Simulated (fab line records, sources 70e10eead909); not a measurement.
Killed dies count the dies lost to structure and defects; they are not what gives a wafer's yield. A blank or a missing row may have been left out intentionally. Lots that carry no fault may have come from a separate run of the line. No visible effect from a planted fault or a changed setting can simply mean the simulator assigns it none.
What tool caused it?	flow nand harc	Sampling: 11 lots, 33 wafers, 5 of 1302 route steps

## WHAT THE GAUGES SHOWED, per wafer
NHARC_A_CHANNEL_HOLE_D2_INSPECT_40.
lot	measured	on	raw defect count
L512	day 13 11:17	defect inspect-02	310 303 293
L515	day 15 02:25	defect inspect-02	364 192 239
L522	day 18 04:53	defect inspect-01	770 505 869
L527	day 19 15:07	defect inspect-01	285 208 193
L528	day 20 09:48	defect inspect-01	312 266 170
L529	day 20 11:25	defect inspect-01	377 451 273
L531	day 21 05:19	defect inspect-01	323 372 322
L532	day 21 22:44	defect inspect-02	209 212 243
L533	day 22 16:42	defect inspect-01	244 294 246
L534	day 22 19:27	defect inspect-02	223 302 250
L535	day 22 20:52	defect inspect-01	275 252 239

## EACH LOT AND THE TOOL THAT RAN IT (in order: tool; ch and the chambers of the sampled wafers; start)
lot	NHARC_A_CHANNEL_HOLE_D2_ETCH_38	NHARC_A_CHANNEL_HOLE_D2_ETCH_23	NHARC_A_CHANNEL_HOLE_D2_ETCH_26	NHARC_A_CHANNEL_HOLE_D2_PRECLEAN_29
L512	rie diel-10 ch 0,2,3, day 13 01:21	har etch-02 ch 0,1, day 13 07:00	har etch-02 ch 0,1, day 13 09:15	wet bench-05 ch 2,3,5, day 13 10:59
L515	rie diel-12 ch 0,1, day 14 14:53	har etch-02 ch 0, day 14 19:26	har etch-02 ch 0, day 15 00:07	wet bench-03 ch 3,4,6, day 15 02:06
L522	rie diel-12 ch 0,2,3, day 17 16:13	har etch-02 ch 0,1, day 18 00:44	har etch-02 ch 0,1, day 18 03:00	wet bench-06 ch 1,3,6, day 18 04:34
L527	rie diel-10 ch 1,2, day 19 05:55	har etch-02 ch 0, day 19 10:49	har etch-02 ch 0, day 19 13:10	wet bench-03 ch 0,1,2, day 19 14:47
L528	rie diel-10 ch 0,1, day 20 01:20	har etch-01 ch 0,1, day 20 05:30	har etch-01 ch 0,1, day 20 07:52	wet bench-05 ch 4,5,7, day 20 09:28
L529	rie diel-12 ch 0,2,3, day 20 02:30	har etch-02 ch 0,1, day 20 07:08	har etch-02 ch 0,1, day 20 09:29	wet bench-05 ch 1,4,7, day 20 11:05
L531	rie diel-09 ch 0,1,3, day 20 21:11	har etch-02 ch 0,1, day 21 01:02	har etch-02 ch 0,1, day 21 03:23	wet bench-06 ch 0,1,7, day 21 05:00
L532	rie diel-10 ch 0,1,2, day 21 15:41	har etch-02 ch 0, day 21 18:26	har etch-02 ch 0, day 21 20:48	wet bench-03 ch 2,3,5, day 21 22:24
L533	rie diel-10 ch 0,1, day 22 06:32	har etch-01 ch 0,1, day 22 12:40	har etch-01 ch 0,1, day 22 14:50	wet bench-06 ch 1,4,5, day 22 16:23
L534	rie diel-10 ch 0,2,3, day 22 12:38	har etch-02 ch 0,1, day 22 15:09	har etch-02 ch 0,1, day 22 17:31	wet bench-06 ch 3,6,7, day 22 19:07
L535	rie diel-09 ch 2,3, day 22 13:05	har etch-01 ch 0,1, day 22 16:35	har etch-01 ch 0,1, day 22 18:56	wet bench-06 ch 1,3,4, day 22 20:33
- NHARC_A_CHANNEL_HOLE_D2_ETCH_38: etches the open film in CF4, target depth 39 nm, time 65 s.
- NHARC_A_CHANNEL_HOLE_D2_ETCH_23: etches the open film in C4F8/O2/Ar, time 819 s, target depth 1600 nm.
- NHARC_A_CHANNEL_HOLE_D2_ETCH_26: etches the open film in C4F8/O2/Ar, time 224.1 s, target depth 300 nm.
- NHARC_A_CHANNEL_HOLE_D2_PRECLEAN_29: cleans in SC1.

## THE ANSWER, worked out from the rows above alone
Rule: the lots themselves supply what counts as usual. Put in order of their means at a reading, lots are off if they are a third of the lots or fewer, leave a main group of 4 or more, and stand apart from it by a gap of 3 or more times the standard deviation of the main group's means; of several such gaps the widest counts. The tables above print the reading to a certain number of digits; a main group whose means all agree to those digits is not used. Also off: a lot with no number at a reading for which 4 or more lots have one. The other lots that the step has rows for count as sound.
Off: L522 (NHARC_A_CHANNEL_HOLE_D2_INSPECT_40, raw defect count). Mean 275 and standard deviation 45 in the main group.
A tool fits if, at a process step before that reading, it ran every lot that is off, and no sound lot after the first of them. Gauges at NHARC_A_CHANNEL_HOLE_D2_INSPECT_40: tried the same way as those tools. No candidate that was tried fits.

## WHAT WAS PUT IN BY THE SIMULATOR
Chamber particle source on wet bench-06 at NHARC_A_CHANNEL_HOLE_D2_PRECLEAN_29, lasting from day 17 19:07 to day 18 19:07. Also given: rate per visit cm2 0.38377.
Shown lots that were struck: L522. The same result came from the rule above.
